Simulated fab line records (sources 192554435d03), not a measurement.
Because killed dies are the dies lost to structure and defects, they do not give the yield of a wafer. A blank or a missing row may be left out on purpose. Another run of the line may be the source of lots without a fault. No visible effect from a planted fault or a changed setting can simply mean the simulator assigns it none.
fab line records | flow n5-finfet
[record] lots = 9 | wafers = 26 | last-day = 18
route steps=1938 shown ZERO_LAYER@16 WELL_APT@44 PMOS_HMC_CHANNEL_EPI@73 FIN_SAQP@94 BEOL_M4@1111
lots that met no fault: from a run of the same line without faults
start-h: hours from the record's opening day to when the first of the lot's shown wafers began | wait-h: time in hours since the lot's previous step | " same as the row above | L1.1+2: a row that stands for several wafers | - no value, or no start given | * or withheld: withheld | < > ~ a bound
route shown NAME@n: a module of which the file shows steps, and the number in the route of the first | usual: average and standard deviation across the fault-free wafers | same: alike in all rows | chamber/n: place in a boat | sites: readings site by site | _std_site: their standard deviation | _edge_site: the outer-site mean with the inner-site mean subtracted | radius-mm: for every site, how far away it sits from the centre of the wafer | mask NAME#n: copy n | behind: the tool/chamber that last shaped the wafer | hold: what put the lot on hold/how long, in hours/how the hold closed | device: transistor that didn't switch, given as n, p or np | end of line: the route-end tests of the same wafers | a step given without rows: its recipe and nothing more | killed: the dies lost at the first sort to structure and to defects; this is not the yield of the wafer | map: a wafer's dies, marking killed ones x, the rest . and places with no die _
set.NAME: the run value of the setting; set.NAME@STEP: its run value at that earlier step | model.NAME: the simulator's own value behind a step, which no gauge read
a sample of lots followed through the steps of the route, with each step as a table and each wafer as a row
services: from which hour (start-h, from the record's first day; less than 0 if before it) a tool's chamber was out of use, for how many hours, and why
[[steps]]
[step N5_ZERO_LAYER_ETCH_18]
[recipe] chemistry = HBr/Cl2 | target = Si | target-depth-a = 1200 | time-s = 40 | pressure-mtorr = 10 | icp-w = 800 | bias-w = 75 | HBr_flow_sccm = 150 | Cl2_flow_sccm = 80
[usual] HBr_flow_sccm = 150.0/0.52 | bias-w = 74.98/0.23 | chamber-pressure-mTorr = 9.999/0.0089 | drypump-motor-current-A = 5.6/0.32 | he-backside-leak-sccm = 2.9/0.46 | oes-product-au = 1.004/0.012 | throttle-valve-pct = 36.42/0.21
lot.wafer | tool      | chamber | start-h | wait-h | HBr_flow_sccm | bias-w | chamber-pressure-mTorr | drypump-motor-current-A | he-backside-leak-sccm | oes-product-au | rf-hours-counter-h | throttle-valve-pct
L366.4    | rie-si-02 | 0       | 12.93   | 0.0    | 150.0         | 74.74  | 9.986                  | 5.3                     | 3.3                   | 1.010          | 197                | 36.75
L366.5    | "         | 1       | "       | "      | 150.2         | 75.16  | 9.999                  | 5.2                     | 3.4                   | 0.996          | -                  | 36.33
L366.6    | "         | 2       | "       | "      | 149.3         | 74.45  | 10.002                 | 5.8                     | 2.5                   | 0.993          | -                  | 36.70
L370.1    | rie-si-03 | 1       | 37.00   | 0.0    | 149.7         | 75.07  | 10.015                 | 6.0                     | 2.8                   | 1.010          | 66                 | 36.27
L370.3    | "         | 3       | "       | "      | 150.0         | 75.10  | 9.990                  | 6.0                     | 2.3                   | 1.005          | 7                  | 36.13
L370.6    | "         | 0       | "       | "      | 150.1         | 74.63  | 9.996                  | 5.5                     | 4.0                   | 1.029          | -                  | 36.20
L371.3    | rie-si-05 | 1       | 42.79   | 0.0    | 150.1         | 74.92  | 10.012                 | 5.9                     | 2.9                   | 1.023          | 116                | 36.34
L371.4    | "         | 0       | "       | "      | 150.2         | 75.03  | 9.985                  | 6.1                     | 2.3                   | 0.993          | 8                  | 36.76
L371.6    | "         | 1       | "       | "      | 149.8         | 75.08  | 10.004                 | 5.9                     | 2.8                   | 1.024          | -                  | 36.32
L372.1    | rie-si-02 | 2       | 48.80   | 0.0    | 150.3         | 74.58  | 10.004                 | 5.8                     | 2.7                   | 0.989          | 5                  | 36.74
L372.4    | "         | 3       | "       | "      | 150.2         | 75.08  | 10.005                 | 5.6                     | 2.6                   | 0.998          | 1                  | 36.46
L372.5    | "         | 0       | "       | "      | 150.0         | 75.01  | 9.999                  | 5.3                     | 3.0                   | 1.007          | -                  | 36.75
L374.1    | rie-si-05 | 0       | 61.14   | 0.1    | 150.5         | 75.06  | 10.002                 | 6.2                     | 2.5                   | 0.999          | 8                  | 36.75
L374.2    | "         | 3       | "       | "      | 150.6         | 74.79  | 9.993                  | 5.2                     | 3.3                   | 0.994          | 78                 | 36.13
L374.3    | "         | 1       | "       | "      | 149.2         | 74.88  | 9.999                  | 5.9                     | 2.9                   | 1.012          | 116                | 36.32
L384.2    | rie-si-05 | 3       | 121.05  | 0.0    | 149.9         | 74.90  | 9.990                  | 5.2                     | 3.1                   | 0.995          | 79                 | 36.12
L384.4    | "         | 2       | "       | "      | 149.3         | 75.35  | 9.999                  | 5.5                     | 2.9                   | 1.020          | 114                | 36.38
L384.6    | "         | 3       | "       | "      | 149.4         | 75.34  | 10.000                 | 5.2                     | 3.1                   | 0.989          | -                  | 36.12
L386.1    | rie-si-02 | 0       | 132.91  | 0.0    | 150.3         | 75.15  | 9.993                  | 5.3                     | 2.7                   | 0.997          | 0                  | 36.46
L386.2    | "         | 1       | "       | "      | 149.7         | 74.69  | 10.000                 | 5.2                     | 3.6                   | 0.994          | 44                 | 36.34
L386.6    | "         | 3       | "       | "      | 150.1         | 75.03  | 9.989                  | 5.6                     | 2.7                   | 0.995          | -                  | 36.46
L387.1    | rie-si-02 | 3       | 138.81  | 0.0    | 150.4         | 75.32  | 9.992                  | 5.6                     | 2.7                   | 0.993          | 2                  | 36.45
L387.3    | "         | 1       | "       | "      | 149.5         | 75.04  | 9.999                  | 5.2                     | 3.4                   | 0.988          | 44                 | 36.32
L388.1    | rie-si-02 | 0       | 144.79  | 0.0    | 150.7         | 74.60  | 9.999                  | 5.3                     | 2.8                   | 0.995          | 0                  | 36.46
L388.2    | "         | 3       | "       | "      | 150.6         | 75.25  | 9.992                  | 5.5                     | 2.5                   | 1.005          | 2                  | 36.47
L388.3    | "         | 2       | "       | "      | 150.5         | 74.96  | 9.999                  | 5.7                     | 2.5                   | 0.990          | 7                  | 36.72
[step N5_WELL_APT_OVL_MEAS_26]
[recipe] points-per-wafer = 44
[usual] PWELL_OVL = -2/5.5
lot.wafer | tool       | chamber | start-h | wait-h | PWELL_OVL[nm]
L366.4    | overlay-02 | 0       | 14.97   | 0.0    | 1
L366.5    | "          | 0       | "       | "      | -5
L366.6    | "          | 0       | "       | "      | -8
L370.1    | overlay-01 | 0       | 38.96   | 0.0    | -11
L370.3    | "          | 0       | "       | "      | -3
L370.6    | "          | 0       | "       | "      | -4
L371.3    | overlay-01 | 0       | 44.83   | 0.0    | -7
L371.4    | "          | 0       | "       | "      | -13
L371.6    | "          | 0       | "       | "      | -4
L372.1    | overlay-02 | 0       | 51.04   | 0.0    | 8
L372.4    | "          | 0       | "       | "      | 1
L372.5    | "          | 0       | "       | "      | 4
L374.1    | overlay-01 | 0       | 63.23   | 0.0    | 1
L374.2    | "          | 0       | "       | "      | 2
L374.3    | "          | 0       | "       | "      | -2
L384.2    | overlay-01 | 0       | 123.27  | 0.0    | -11
L384.4    | "          | 0       | "       | "      | -17
L384.6    | "          | 0       | "       | "      | -19
L386.1    | overlay-01 | 0       | 134.97  | 0.0    | 4
L386.2    | "          | 0       | "       | "      | -1
L386.6    | "          | 0       | "       | "      | 1
L387.1    | overlay-02 | 0       | 140.99  | 0.0    | -6
L387.3    | "          | 0       | "       | "      | -5
L388.1    | overlay-02 | 0       | 147.14  | 0.0    | -2
L388.2    | "          | 0       | "       | "      | -4
L388.3    | "          | 0       | "       | "      | -4
[step N5_PMOS_HMC_CHANNEL_EPI_ETCH_38]
[recipe] chemistry = CF4 | target = SiO2 | target-depth-a = 15 | ion-energy-ev = 350 | pressure-mtorr = 10 | icp-w = 800 | bias-w = 400 | cf4-flow-sccm = 80
[usual] bias-w = 400.1/1.2 | chamber-pressure-mTorr = 10.000/0.0089 | drypump-motor-current-A = 5.6/0.35 | he-backside-leak-sccm = 2.7/0.31 | oes-product-au = 0.995/0.02 | throttle-valve-pct = 21.77/0.26
lot.wafer | tool      | chamber | start-h | wait-h | bias-w | chamber-pressure-mTorr | drypump-motor-current-A | he-backside-leak-sccm | oes-product-au | rf-hours-counter-h | throttle-valve-pct
L366.4    | rie-si-01 | 3       | 18.02   | 0.0    | 399.7  | 10.004                 | 5.7                     | 2.6                   | 0.993          | 111                | 21.63
L366.5    | "         | 2       | "       | "      | 401.4  | 9.998                  | 5.8                     | 3.0                   | 0.991          | -                  | 21.65
L366.6    | "         | 1       | "       | "      | 400.2  | 10.007                 | 5.4                     | 2.6                   | 1.014          | -                  | 21.61
L370.1    | rie-si-01 | 3       | 41.86   | 0.0    | 399.5  | 9.986                  | 5.6                     | 2.6                   | 0.983          | 112                | 21.62
L370.3    | "         | 2       | "       | "      | 397.2  | 9.993                  | 5.9                     | 3.0                   | 0.968          | 47                 | 21.65
L370.6    | "         | 3       | "       | "      | 399.8  | 10.005                 | 5.7                     | 2.7                   | 0.996          | -                  | 21.61
L371.3    | rie-si-06 | 2       | 47.80   | 0.0    | 398.3  | 9.995                  | 5.3                     | 2.6                   | 0.998          | 87                 | 21.61
L371.4    | "         | 1       | "       | "      | 400.1  | 9.991                  | 5.5                     | 2.6                   | 0.966          | 5                  | 21.59
L371.6    | "         | 1       | "       | "      | 402.2  | 10.007                 | 5.5                     | 2.5                   | 0.973          | -                  | 21.59
L372.1    | rie-si-06 | 0       | 54.30   | 0.0    | 400.0  | 9.990                  | 5.2                     | 3.0                   | 0.992          | 88                 | 22.20
L372.4    | "         | 2       | "       | "      | 400.9  | 10.020                 | 5.3                     | 2.7                   | 1.004          | 87                 | 21.62
L372.5    | "         | 3       | "       | "      | 401.1  | 10.008                 | 6.3                     | 2.9                   | 0.973          | -                  | 21.45
L374.1    | rie-si-04 | 2       | 66.04   | 0.0    | 400.2  | 9.991                  | 5.4                     | 2.4                   | 1.028          | 15                 | 21.90
L374.2    | "         | 1       | "       | "      | 400.4  | 10.004                 | 5.7                     | 2.7                   | 1.041          | 56                 | 21.74
L374.3    | "         | 3       | "       | "      | 401.0  | 9.983                  | 5.4                     | 3.0                   | 0.982          | 133                | 22.10
L384.2    | rie-si-06 | 3       | 126.00  | 0.0    | 418.8  | 10.009                 | 6.3                     | 2.6                   | 0.978          | 112                | 21.45
L384.4    | "         | 2       | "       | "      | 399.3  | 9.987                  | 5.3                     | 2.7                   | 1.005          | 88                 | 21.63
L384.6    | "         | 1       | "       | "      | 398.7  | 9.993                  | 5.5                     | 2.5                   | 0.976          | -                  | 21.60
L386.1    | rie-si-01 | 2       | 138.26  | 0.0    | 400.7  | 10.016                 | 5.8                     | 2.9                   | 0.993          | 49                 | 21.65
L386.2    | "         | 3       | "       | "      | 399.1  | 9.984                  | 5.7                     | 2.5                   | 0.986          | 113                | 21.63
L386.6    | "         | 3       | "       | "      | 400.4  | 10.001                 | 5.7                     | 2.6                   | 0.996          | -                  | 21.63
L387.1    | rie-si-01 | 1       | 143.71  | 0.0    | 399.6  | 9.997                  | 5.5                     | 2.5                   | 1.000          | 60                 | 21.61
L387.3    | "         | 2       | "       | "      | 401.2  | 9.981                  | 5.9                     | 3.0                   | 0.994          | 49                 | 21.67
L388.1    | rie-si-04 | 1       | 149.82  | 0.0    | 399.7  | 10.013                 | 5.7                     | 2.5                   | 1.040          | 58                 | 21.74
L388.2    | "         | 2       | "       | "      | 402.1  | 10.006                 | 5.3                     | 2.2                   | 1.013          | 16                 | 21.90
L388.3    | "         | 3       | "       | "      | 401.0  | 9.990                  | 5.4                     | 5.0                   | 0.981          | 134                | 22.10
[step N5_FIN_SAQP_ALD_61]
[recipe] material = SiO2 | target-thk-a = 40 | temp-c = 300 | ald-precursor-family = BDEAS | ald-co-reactant = O2-plasma | pulse-time-s = 1 | purge-time-s = 2 | co-reactant-purge-time-s = 2 | ald-cycles = 43 | pressure-torr = 2
[usual] heater-power-w = 502/60 | precursor-pulse-height-rel = 1.001/0.021
lot.wafer | tool       | chamber | start-h | wait-h | heater-power-w | precursor-pulse-height-rel
L366.4    | ald-sin-04 | 1       | 20.46   | 0.0    | 563            | 1.009
L366.5    | "          | 1       | "       | "      | 583            | 1.017
L366.6    | "          | 0       | "       | "      | 417            | 1.031
L370.1    | ald-sin-04 | 2       | 44.29   | 0.0    | 495            | 0.993
L370.3    | "          | 1       | "       | "      | 575            | 1.019
L370.6    | "          | 3       | "       | "      | 577            | 1.036
L371.3    | ald-sin-01 | 1       | 50.23   | 0.0    | 435            | 0.959
L371.4    | "          | 0       | "       | "      | 513            | 0.981
L371.6    | "          | 3       | "       | "      | 456            | 1.003
L372.1    | ald-sin-04 | 0       | 58.49   | 1.4    | 413            | 0.993
L372.4    | "          | 3       | "       | "      | 589            | 1.006
L372.5    | "          | 3       | "       | "      | 587            | 1.025
L374.1    | ald-sin-04 | 3       | 68.47   | 0.0    | 584            | 0.982
L374.2    | "          | 1       | "       | "      | 578            | 1.015
L374.3    | "          | 2       | "       | "      | 498            | 0.988
L384.2    | ald-sin-03 | 0       | 129.04  | 0.5    | 418            | 0.982
L384.4    | "          | 3       | "       | "      | 475            | 0.979
L384.6    | "          | 3       | "       | "      | 475            | 1.011
L386.1    | ald-sin-04 | 0       | 141.19  | 0.0    | 417            | 0.999
L386.2    | "          | 3       | "       | "      | 583            | 1.024
L386.6    | "          | 0       | "       | "      | 420            | 0.996
L387.1    | ald-sin-03 | 3       | 146.66  | 0.0    | 465            | 0.975
L387.3    | "          | 0       | "       | "      | 434            | 1.008
L388.1    | ald-sin-03 | 1       | 153.11  | 0.6    | 569            | 1.025
L388.2    | "          | 0       | "       | "      | 427            | 1.018
L388.3    | "          | 2       | "       | "      | 545            | 1.026
[step N5_BEOL_M4_RC_MEAS_101]
[usual] DIBL_N = 36.5/1.8 | DIBL_P = 36.5/2.1 | IOFF_N = 0.17/0.031 | IOFF_P = 0.22/0.036 | ION_N = 677/11 | ION_P = 463/8 | SS_N = 71.6/0.61 | SS_P = 73.3/0.63 | VT_N = 249/3.1 | VT_P = -250/3.3
lot.wafer | tool      | chamber | start-h | wait-h | DIBL_N[mV/V] | DIBL_P[mV/V] | IOFF_N[nA/um] | IOFF_P[nA/um] | ION_N[uA/um] | ION_P[uA/um] | SS_N[mV/dec] | SS_P[mV/dec] | VT_N[mV] | VT_P[mV]
L366.4    | prober-02 | 0       | 166.55  | 0.5    | 33.8         | 32.6         | 0.12          | 0.15          | 655          | 446          | 71.0         | 72.9         | 253      | -257
L366.5    | "         | 0       | "       | "      | 35.2         | 34.7         | 0.15          | 0.20          | 672          | 457          | 71.0         | 73.3         | 248      | -250
L366.6    | "         | 0       | "       | "      | 33.9         | 32.7         | 0.13          | 0.16          | 659          | 447          | 70.7         | 71.9         | 253      | -255
L370.1    | prober-01 | 0       | 189.47  | 0.0    | 37.0         | 36.2         | 0.16          | 0.20          | 671          | 458          | 71.6         | 73.5         | 247      | -251
L370.3    | "         | 0       | "       | "      | 38.6         | 39.5         | 0.19          | 0.25          | 691          | 474          | 71.3         | 74.3         | 247      | -247
L370.6    | "         | 0       | "       | "      | 36.6         | 36.2         | 0.15          | 0.20          | 676          | 469          | 70.8         | 73.4         | 249      | -248
L371.3    | prober-01 | 0       | 202.24  | 0.3    | 38.5         | 38.5         | 0.21          | 0.26          | 694          | 476          | 72.0         | 73.7         | 242      | -245
L371.4    | "         | 0       | "       | "      | 34.7         | 34.7         | 0.14          | 0.20          | 681          | 468          | 71.0         | 72.8         | 250      | -248
L371.6    | "         | 0       | "       | "      | 36.1         | 35.5         | 0.15          | 0.20          | 679          | 469          | 71.7         | 73.1         | 250      | -249
L372.1    | prober-02 | 0       | 212.25  | 0.0    | 35.0         | 35.6         | 0.13          | 0.19          | 667          | 465          | 70.8         | 73.1         | 249      | -251
L372.4    | "         | 0       | "       | "      | 35.7         | 36.2         | 0.15          | 0.20          | 678          | 467          | 71.3         | 73.9         | 249      | -253
L372.5    | "         | 0       | "       | "      | 33.9         | 34.9         | 0.13          | 0.18          | 675          | 463          | 70.9         | 72.5         | 251      | -251
L374.1    | prober-02 | 0       | 219.61  | 0.0    | 35.0         | 34.7         | 0.15          | 0.20          | 676          | 462          | 71.1         | 73.3         | 247      | -251
L374.2    | "         | 0       | "       | "      | 35.3         | 34.6         | 0.16          | 0.20          | 677          | 465          | 70.5         | 72.5         | 246      | -251
L374.3    | "         | 0       | "       | "      | 36.3         | 35.7         | 0.16          | 0.21          | 678          | 462          | 71.2         | 73.3         | 250      | -251
L384.2    | prober-02 | 0       | 277.49  | 0.2    | 38.7         | 39.5         | 0.19          | 0.25          | 680          | 469          | 71.8         | 73.7         | 247      | -249
L384.4    | "         | 0       | "       | "      | 35.6         | 35.4         | 0.13          | 0.19          | 669          | 461          | 71.8         | 73.0         | 253      | -252
L384.6    | "         | 0       | "       | "      | 38.0         | 37.7         | 0.17          | 0.22          | 669          | 460          | 72.6         | 73.1         | 249      | -249
L386.1    | prober-01 | 0       | 306.24  | 0.0    | 35.3         | 37.2         | 0.15          | 0.20          | 679          | 467          | 70.5         | 73.8         | 250      | -252
L386.2    | "         | 0       | "       | "      | 34.3         | 35.6         | 0.13          | 0.18          | 677          | 464          | 71.4         | 73.4         | 251      | -252
L386.6    | "         | 0       | "       | "      | 34.7         | 36.1         | 0.14          | 0.19          | 675          | 465          | 71.3         | 73.8         | 250      | -250
L387.1    | prober-02 | 0       | 309.07  | 0.0    | 33.1         | 32.2         | 0.11          | 0.17          | 649          | 458          | 70.5         | 72.9         | 253      | -252
L387.3    | "         | 0       | "       | "      | 36.2         | 36.9         | 0.17          | 0.22          | 664          | 463          | 72.0         | 72.4         | 251      | -249
L388.1    | prober-02 | 0       | 312.77  | 0.0    | 36.9         | 37.0         | 0.17          | 0.25          | 673          | 465          | 71.8         | 73.1         | 247      | -246
L388.2    | "         | 0       | "       | "      | 38.9         | 39.9         | 0.21          | 0.29          | 687          | 476          | 72.7         | 73.8         | 247      | -243
L388.3    | "         | 0       | "       | "      | 35.3         | 35.8         | 0.16          | 0.22          | 683          | 472          | 71.2         | 72.8         | 250      | -248
[[services]]
tool       | chamber | start-h | hours | kind
rie-si-06  | 0       | -10.01  | 2.2   | repair
rie-si-03  | 1       | -5.39   | 2.8   | repair
rie-si-02  | 3       | -4.60   | -     | clean
rie-si-02  | 3       | -4.60   | -     | consumable-replace:focus-ring
rie-si-02  | 3       | -4.60   | 13.7  | scheduled-down
rie-si-02  | 3       | -4.60   | 13.7  | vent-cycle
ald-sin-01 | -       | -1.62   | 14.0  | pm
ald-sin-04 | 0       | 8.14    | 3.0   | repair
rie-si-03  | 0       | 14.36   | 7.6   | repair
rie-si-05  | 2       | 35.47   | 5.0   | repair
rie-si-01  | 0       | 37.25   | 6.4   | repair
rie-si-06  | -       | 42.33   | 0.5   | repair
ald-sin-03 | 1       | 44.20   | 2.4   | repair
rie-si-04  | 2       | 50.96   | 6.5   | repair
rie-si-02  | -       | 53.08   | 14.6  | pm
ald-sin-04 | 2       | 55.52   | 1.4   | repair
rie-si-02  | -       | 67.68   | 2.8   | pm
rie-si-04  | 3       | 71.43   | 2.1   | repair
rie-si-03  | 3       | 76.56   | 1.9   | repair
rie-si-02  | 0       | 111.82  | -     | clean
rie-si-05  | 0       | 116.44  | 2.3   | repair
rie-si-01  | 0       | 120.85  | 14.7  | repair
ald-sin-03 | -       | 130.20  | 1.2   | repair
ald-sin-01 | 0       | 144.35  | 15.5  | repair
[[key]]
[first-sign] step = N5_PMOS_HMC_CHANNEL_EPI_ETCH_38 | reading = bias-w | direction = up | sigmas = 16 | usual = * | struck = *
effect none on later readings
met-at N5_PMOS_HMC_CHANNEL_EPI_ETCH_38
struck-lots L384
struck-wafers L384.2
not-acting-at N5_ZERO_LAYER_ETCH_18,N5_WELL_APT_OVL_MEAS_26,N5_FIN_SAQP_ALD_61
onset-between 54.30 126.00
[fault] kind = process-parameter-drift | tool = rie-si-06 | chamber = 3 | onset-h = 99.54 | steps = N5_PMOS_HMC_CHANNEL_EPI_ETCH_38 | channel = bias-w | offset = * | shape = step | end-h = 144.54 | acts-in = * | stated = *
